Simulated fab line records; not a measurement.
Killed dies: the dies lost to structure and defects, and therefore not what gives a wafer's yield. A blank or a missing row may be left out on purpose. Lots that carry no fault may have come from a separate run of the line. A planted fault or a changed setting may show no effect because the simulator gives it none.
Chamber matching :: flow n5-finfet :: N5_MOL_CONTACT_COAG_ALD_27 on ald-sin-03 has 4 sister chambers
The step deposits SiOC, target thk 17 nm, pulse time 1.5 s, time 2720 s. 8 wafers are shown with their chamber, then 7 later ones without.

== WAFERS PAIRED WITH THEIR CHAMBERS ==
wafer: L676.6
chamber: 2
heater-power-w (W): 699
precursor-pulse-height-rel: 0.996

wafer: L679.1
chamber: 1
heater-power-w (W): 905
precursor-pulse-height-rel: 1.000

wafer: L679.3
chamber: 3
heater-power-w (W): 833
precursor-pulse-height-rel: 0.996

wafer: L679.6
chamber: 3
heater-power-w (W): 828
precursor-pulse-height-rel: 1.007

wafer: L681.3
chamber: 1
heater-power-w (W): 909
precursor-pulse-height-rel: 1.029

wafer: L681.4
chamber: 0
heater-power-w (W): 764
precursor-pulse-height-rel: 1.000

wafer: L682.2
chamber: 0
heater-power-w (W): 781
precursor-pulse-height-rel: 1.006

wafer: L682.4
chamber: 2
heater-power-w (W): 690
precursor-pulse-height-rel: 0.999

== WAFERS MISSING THEIR CHAMBER ==
wafer: L682.5
heater-power-w (W): 691
precursor-pulse-height-rel: 0.993

wafer: L684.1
heater-power-w (W): 785
precursor-pulse-height-rel: 1.023

wafer: L684.3
heater-power-w (W): 705
precursor-pulse-height-rel: 0.989

wafer: L684.5
heater-power-w (W): 785
precursor-pulse-height-rel: 0.973

wafer: L689.2
heater-power-w (W): 783
precursor-pulse-height-rel: 0.996

wafer: L689.3
heater-power-w (W): 889
precursor-pulse-height-rel: 0.976

wafer: L689.5
heater-power-w (W): 854
precursor-pulse-height-rel: 0.991

== CHAMBER TAKEN BY EACH ==
wafer: L682.5
from the rows above: 2
in truth: 2

wafer: L684.1
from the rows above: 0
in truth: 0

wafer: L684.3
from the rows above: 2
in truth: 2

wafer: L684.5
from the rows above: 0
in truth: 0

wafer: L689.2
from the rows above: 0
in truth: 0

wafer: L689.3
from the rows above: 1
in truth: 1

wafer: L689.5
from the rows above: 3
in truth: 3
Placed correctly: 7 of 7. Can't be placed from these rows: 0. Number placed wrongly: 0.
How it was worked out, from the rows above alone: a wafer's distance from a chamber is the root of the sum, over the readings, of the square of ((its reading less the chamber's mean) divided by the reading's scatter). If the next closest chamber is less than 2 further off than the closest, the wafer can't be placed; otherwise it belongs to the closest. Each chamber's mean is taken over the wafers shown for it. The scatter: the root of (the sum of the squares of (reading less its chamber's mean) over the shown wafers, divided by (wafers less chambers)).
